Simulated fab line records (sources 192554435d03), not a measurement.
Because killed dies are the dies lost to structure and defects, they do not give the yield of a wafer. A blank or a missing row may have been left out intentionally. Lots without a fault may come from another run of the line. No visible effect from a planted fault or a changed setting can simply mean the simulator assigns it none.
A struck lot beside a sound one / flow n5 finfet / 24 out of 1938 route steps
Sound: wafers L949.1, L949.2, L949.5. Wafers L960.1, L960.3, L960.6 were the ones struck. The cause is named last.
Order at every step that has rows: each side's tool, ch and its chambers, its first start. Under that, the readings that differ: sound wafers / struck wafers / difference of the means / sigmas: that difference in standard deviations of wafers without a fault.
alike: a reading whose means differ by less than 2 such deviations, as well as words and numbers matching on both sides. not compared: withheld readings; readings where some wafer has no value; bounds like >300 that might hide an equal value; numbers whose values overlap and for which the record gives no deviation.
A row with sigmas, a row that says differs or no value, or rows on one side alone: a step with any of these is where the two part. Numbers that have no deviation but don't overlap get no sigmas and don't part them. A reading that every wafer of one side lacks parts them only if that side has two wafers or more.

N5_BEOL_M6_INSPECT_13: inspects for defects (brightfield).
  sound: defect inspect-02 at day 8 09:53; struck: defect inspect-01 at day 11 15:44
  alike: raw defect count
then, 1 step without rows for these wafers: N5_BEOL_M6_DESCUM_16 (chemistry O2, time 7.9 s).
N5_BEOL_M6_ETCH_61: etches SiARC in CF4, target depth 45.5 nm, time 75.8 s.
  sound on rie diel-05 ch 0,2,3, day 8 10:18; struck on rie diel-02 ch 0,1,2, day 11 15:49
  alike: drypump motor current A, etch rf on time s, oes product au, rf vpp V, showerhead plenum p Torr, throttle valve pct
  not compared: rf hours counter h
N5_BEOL_M6_ETCH_62: etches SOC in N2/H2, target depth 110 nm, overetch 22 nm, time 165 s.
  sound on rie diel-05 ch 0,2,3, day 8 10:21; struck on rie diel-02 ch 0,1,2, day 11 15:52
  alike: drypump motor current A, oes product au, rf vpp V, showerhead plenum p Torr, throttle valve pct
  not compared: rf hours counter h
then, 1 step without rows for these wafers: N5_BEOL_M6_STRIP_68 (strips in N2/H2).
N5_BEOL_M6_STRIP_67: strips in CF4.
  sound on rie diel-05 ch 0,2,3, day 8 10:30; struck on rie diel-02 ch 0,1,2, day 11 16:01
  alike: drypump motor current A, oes product au, rf vpp V, showerhead plenum p Torr, throttle valve pct
  not compared: rf hours counter h
then, 1 step without rows for these wafers: N5_BEOL_M6_HM_OPEN_17 (chemistry Cl2/BCl3, target TiN, target depth 20 nm, overetch 6 nm).
N5_BEOL_M6_STRIP_19: strips in O2.
  sound on rie diel-06 ch 1,3, day 8 10:39; struck on rie diel-05 ch 0,1,3, day 11 16:16
reading=oes product au (a.u.); sound=0.70 0.66 0.70; struck=0.87 0.93 0.78; difference=+0.17; sigmas=+2
reading=throttle valve pct (%); sound=17.08 16.70 17.07; struck=16.11 16.30 16.45; difference=-0.66; sigmas=-2
  alike: drypump motor current A, rf vpp V, showerhead plenum p Torr
  not compared: rf hours counter h
N5_BEOL_M6_CD_MEAS_18: pitch 80 nm, target cd 40 nm.
  sound: cd sem-03 at day 8 10:43; struck: cd sem-01 at day 11 16:20
  alike: cd nm
then, 3 steps without rows for these wafers: N5_BEOL_M6_COAT_63 (time 60 s, resist thk 60 nm); N5_BEOL_M6_COAT_64 (time 60 s, resist thk 12 nm); N5_BEOL_M6_COAT_71 (time 60 s, resist thk 5 nm).
N5_BEOL_M6_COAT_22: resist thk 30 nm.
  sound on litho track-03 ch 0, day 8 12:53; struck on litho track-05 ch 0, day 11 17:31
reading=spin speed rpm (rpm); sound=1500.5 1498.7 1501.2; struck=1439.2 1439.6 1440.5; difference=-60.4; sigmas=-55
reading=model.CAR-EUV_of_BEOL_M6_COAT_22.thk nm (nm); sound=30 30 30; struck=30.6 30.6 30.6; difference=+0.6; sigmas=
then, 5 steps without rows for these wafers: N5_BEOL_M6_EBR_24; N5_BEOL_M6_SOFTBAKE_23 (time 60 s); N5_BEOL_M6_EXPOSE_25 (exposes mask V5, target cd 40 nm); N5_BEOL_M6_PEB_26 (peb time 60 s); N5_BEOL_M6_DEVELOP_27 (develop time 30 s).
N5_BEOL_M6_CD_MEAS_28: target cd 40 nm.
  sound on cd sem-02 ch 0, day 8 13:09; struck on cd sem-01 ch 0, day 11 17:49
  alike: cd nm
N5_BEOL_M6_OVL_MEAS_29:
  sound on overlay-02 ch 0, day 8 13:11; struck on overlay-02 ch 0, day 11 17:51
  alike: V5_OVL
N5_BEOL_M6_INSPECT_30: inspects for defects (brightfield).
  sound: defect inspect-02 at day 8 13:14; struck: defect inspect-01 at day 11 17:55
  alike: raw defect count
N5_BEOL_M6_DESCUM_33: chemistry O2, time 7 s.
  sound on rie diel-06 ch 0,1, day 8 13:25; struck on rie diel-02 ch 1,2,3, day 11 17:56
reading=model.CAR-EUV_of_BEOL_M6_COAT_22.thk nm (nm); sound=26 26 26; struck=26.8 26.6 26.8; difference=+0.7; sigmas=
  alike: drypump motor current A, oes product au, rf vpp V, showerhead plenum p Torr, throttle valve pct
  not compared: rf hours counter h
N5_BEOL_M6_ETCH_72: etches underlayer in N2/H2, target depth 6.5 nm, time 5.2 s.
  sound on rie diel-06 ch 0,1, day 8 13:26; struck on rie diel-02 ch 1,2,3, day 11 17:59
  alike: drypump motor current A, etch rf on time s, oes product au, rf vpp V, showerhead plenum p Torr, throttle valve pct
  not compared: rf hours counter h
-- record jumps: 4 days separate the struck wafers' starts on either side; left off in module BEOL_M6, taken up again in module PASSIVATION, whose first shown step is the route's number 1936 --
N5_PASSIVATION_PROBE_49:
  sound: prober-02 at day 11 16:22; struck: prober-02 at day 15 07:49
  alike: defect limited yield, killed_at_M0_to_M3, killed_at_M4_up, killed at contacts, killed at front end, killed at other, killed dies, killed on rim, killed open, killed short, sort_bin_5_function, sort_bin_6_memory, sort n pass, sort yield pct

## WHERE THEY PART
First at N5_BEOL_M6_STRIP_19; last, within this record, at N5_BEOL_M6_COAT_22. Later steps at which nothing parts them and some readings are alike: N5_BEOL_M6_CD_MEAS_28, N5_BEOL_M6_OVL_MEAS_29, N5_BEOL_M6_INSPECT_30, N5_BEOL_M6_DESCUM_33, N5_BEOL_M6_ETCH_72, N5_PASSIVATION_PROBE_49.

WHY: what had been put in by the simulator
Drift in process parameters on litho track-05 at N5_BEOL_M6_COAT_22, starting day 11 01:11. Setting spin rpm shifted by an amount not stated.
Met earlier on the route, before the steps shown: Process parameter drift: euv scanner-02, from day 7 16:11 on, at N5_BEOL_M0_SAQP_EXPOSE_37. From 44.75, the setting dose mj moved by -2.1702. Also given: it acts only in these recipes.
